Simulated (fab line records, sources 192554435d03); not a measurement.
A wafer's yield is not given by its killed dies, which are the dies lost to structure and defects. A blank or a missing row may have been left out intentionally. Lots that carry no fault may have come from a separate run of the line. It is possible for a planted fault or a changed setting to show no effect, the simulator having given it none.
Split-lot experiment    flow n5 finfet    39 wafers read from 7 lots, route of 1938 steps

== THE SPLIT ==
At N5_DUMMY_GATE_ETCH_42 (etches SiO2 in CHF3/O2, target depth 3.5 nm, time 31 s), the setting bias w was moved away from the recipe's 12 W on 12 of the 39 wafers read, by -15.0% to +11.3%. All remaining wafers had this setting at the recipe value.

Reading taken at the split's own step.

== THE READING ==
rf vpp V, in V, at N5_DUMMY_GATE_ETCH_42 (etches SiO2 in CHF3/O2, target depth 3.5 nm, time 31 s). A value of 42.4 V with a standard deviation of 1.1 V is what fault-free wafers of this fab line usually give.

wafer   tool, chamber at the split  bias w as run, W  against the recipe  rf vpp V, V  against lot-mates on the recipe
L076.1  rie diel-03, 0              12                recipe              42.6         -
L076.2  rie diel-03, 3              13.35             +11.3%              45.7         +3.1
L076.3  rie diel-03, 2              12                recipe              42.2         -
L076.4  rie diel-03, 2              13.35             +11.3%              44.9         +2.3
L076.5  rie diel-03, 0              13.35             +11.3%              47.4         +4.8
L076.6  rie diel-03, 3              12                recipe              42.9         -
L080.1  rie diel-03, 0              13.19             +9.9%               44.3         +2.6
L080.2  rie diel-03, 3              12                recipe              42.4         -
L080.3  rie diel-03, 2              13.19             +9.9%               46.0         +4.3
L080.4  rie diel-03, 0              12                recipe              42.1         -
L080.5  rie diel-03, 2              12                recipe              40.7         -
L080.6  rie diel-03, 3              13.19             +9.9%               46.2         +4.5
L082.1  rie diel-04, 1              12                recipe              43.2         -
L082.2  rie diel-04, 2              12                recipe              41.1         -
L082.3  rie diel-04, 0              10.79             -10.1%              38.4         -4.0
L082.4  rie diel-04, 3              10.79             -10.1%              38.6         -3.8
L082.5  rie diel-04, 2              10.79             -10.1%              39.0         -3.4
L082.6  rie diel-04, 3              12                recipe              43.0         -
L083.1  rie diel-01, 3              12                recipe              41.7         -
L083.2  rie diel-01, 2              12                recipe              43.1         -
L083.3  rie diel-01, 0              12                recipe              41.3         -
L083.4  rie diel-01, 1              12                recipe              43.1         -
L083.5  rie diel-01, 2              12                recipe              43.5         -
L083.6  rie diel-01, 1              12                recipe              42.7         -
L085.2  rie diel-04, 1              12                recipe              41.3         -
L085.3  rie diel-04, 0              12                recipe              44.6         -
L085.6  rie diel-04, 3              12                recipe              42.7         -
L094.1  rie diel-04, 3              12                recipe              43.6         -
L094.2  rie diel-04, 0              12                recipe              44.4         -
L094.3  rie diel-04, 2              12                recipe              42.6         -
L094.4  rie diel-04, 3              12                recipe              43.0         -
L094.5  rie diel-04, 0              12                recipe              41.6         -
L094.6  rie diel-04, 2              12                recipe              42.5         -
L095.1  rie diel-03, 0              12                recipe              42.7         -
L095.2  rie diel-03, 1              12                recipe              42.4         -
L095.3  rie diel-03, 3              10.2              -15.0%              37.9         -4.9
L095.4  rie diel-03, 2              10.2              -15.0%              38.0         -4.8
L095.5  rie diel-03, 3              12                recipe              43.4         -
L095.6  rie diel-03, 0              10.2              -15.0%              36.8         -6.0

THE FIT
A straight line over all 39 wafers: rf vpp V changes by +0.33 V for each +1% of bias w; r = +0.92; the points scatter about the line by 0.91 V.
The same after taking each lot's own level away (the mean of its wafers on the recipe; 39 wafers): +0.35 V for each +1%; r = +0.94; scatter 0.85 V.
On that fit, the largest move of bias w shifts the reading by 5.2 V.
Across the lots, their own levels run from 41.73 to 42.95 V, a range of 1.1 times the standard deviation given above.
The two slopes are in agreement: the lot-to-lot level therefore moves the slope only a little.
Check: for one of the wafers moved furthest among these (-15.0%), held out of the fit, the line's prediction against its lot-mates is -5.34 V. Against them it came out at -4.93 V.
Tool readings at the split's step, against how far the setting was moved: rf vpp V r = +0.92.

== OTHER SPLITS ON THESE WAFERS ==
Before the reading, these wafers also passed through other splits. Each is held against what the fit with the lots' levels taken away leaves over:
other split on the same wafers  wafers away from the commonest value  r with rf vpp V (lot level and that fit taken away)
N5_WELL_APT_EPI_41 time s       18                                    -0.05
N5_DUMMY_GATE_ETCH_32 time s    15                                    +0.08

== THE FILE'S OWN FIT ==
rf vpp V changes by +0.351 V for each +1% of bias w, r = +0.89.
